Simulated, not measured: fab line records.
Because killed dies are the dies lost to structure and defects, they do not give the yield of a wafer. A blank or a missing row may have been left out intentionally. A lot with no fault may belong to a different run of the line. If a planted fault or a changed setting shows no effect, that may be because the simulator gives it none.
Chamber matching + flow n5Finfet + rieDiel-05 running N5_BEOL_M0_STRIP_140: 4 sister chambers
The step strips in CF4. 16 wafers are shown with their chamber, then 8 later ones without.

WAFERS WITH THEIR CHAMBER
| wafer  | chamber | showerheadPlenumPTorr (Torr) | drypumpMotorCurrentA (A) | throttleValvePct (%) |
|--------|---------|------------------------------|--------------------------|----------------------|
| L076.1 | 3       | 1.76                         | 5.2                      | 14.02                |
| L076.4 | 2       | 1.85                         | 5.6                      | 13.32                |
| L076.6 | 1       | 1.78                         | 5.2                      | 13.61                |
| L077.2 | 3       | 1.76                         | 5.2                      | 13.49                |
| L077.3 | 2       | 1.85                         | 5.7                      | 13.35                |
| L077.5 | 0       | 1.78                         | 5.7                      | 13.67                |
| L079.2 | 2       | 1.85                         | 5.6                      | 13.34                |
| L079.4 | 1       | 1.77                         | 5.2                      | 13.61                |
| L079.6 | 0       | 1.78                         | 5.6                      | 13.68                |
| L084.1 | 3       | 1.76                         | 5.2                      | 13.50                |
| L084.2 | 1       | 1.77                         | 5.2                      | 13.62                |
| L084.3 | 1       | 1.77                         | 5.1                      | 13.64                |
| L086.1 | 0       | 1.78                         | 5.7                      | 13.71                |
| L086.2 | 3       | 1.76                         | 5.2                      | 13.49                |
| L086.4 | 1       | 1.77                         | 5.2                      | 13.64                |
| L087.1 | 0       | 1.78                         | 5.7                      | 13.71                |

SIGNATURES (means of the wafers above)
| reading               | chamber 0 | chamber 1 | chamber 2 | chamber 3 | scatter within a chamber |
|-----------------------|-----------|-----------|-----------|-----------|--------------------------|
| showerheadPlenumPTorr | 1.7800    | 1.7720    | 1.8500    | 1.7600    | 0.00258                  |
| drypumpMotorCurrentA  | 5.675     | 5.180     | 5.633     | 5.200     | 0.043                    |
| throttleValvePct      | 13.6925   | 13.6240   | 13.3367   | 13.6250   | 0.133                    |
Rule: a wafer lies at a distance from a chamber equal to the root of the sum of squares, over the readings, of (its reading less the chamber's mean, divided by the reading's scatter). If the next closest chamber is less than 2 further off than the closest, the wafer can't be placed; otherwise it belongs to the closest. How the scatter is found: for the shown wafers, subtract from each reading the mean of its chamber, square and add these, divide the total by (wafers less chambers), then take the root.

WAFERS WHOSE CHAMBER IS MISSING
| wafer  | showerheadPlenumPTorr (Torr) | drypumpMotorCurrentA (A) | throttleValvePct (%) |
|--------|------------------------------|--------------------------|----------------------|
| L087.5 | 1.85                         | 5.6                      | 13.34                |
| L087.6 | 1.76                         | 5.2                      | 13.50                |
| L090.1 | 1.76                         | 5.2                      | 13.51                |
| L090.3 | 1.85                         | 5.7                      | 13.37                |
| L090.4 | 1.78                         | 5.7                      | 13.72                |
| L096.1 | 1.76                         | 5.2                      | 13.69                |
| L096.2 | 1.77                         | 5.7                      | 13.77                |
| L096.5 | 1.84                         | 5.7                      | 13.37                |

EACH ONE'S CHAMBER
| wafer  | from the rows above | in truth                   |
|--------|---------------------|----------------------------|
| L087.5 | 2                   | 2                          |
| L087.6 | 3                   | 3                          |
| L090.1 | 3                   | 3                          |
| L090.3 | 2                   | 2                          |
| L090.4 | 0                   | 0                          |
| L096.1 | 3                   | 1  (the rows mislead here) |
| L096.2 | 0                   | 0                          |
| L096.5 | 2                   | 2                          |
7 of 8 placed correctly. Not placeable from these rows: 0. Placed wrongly: 1.
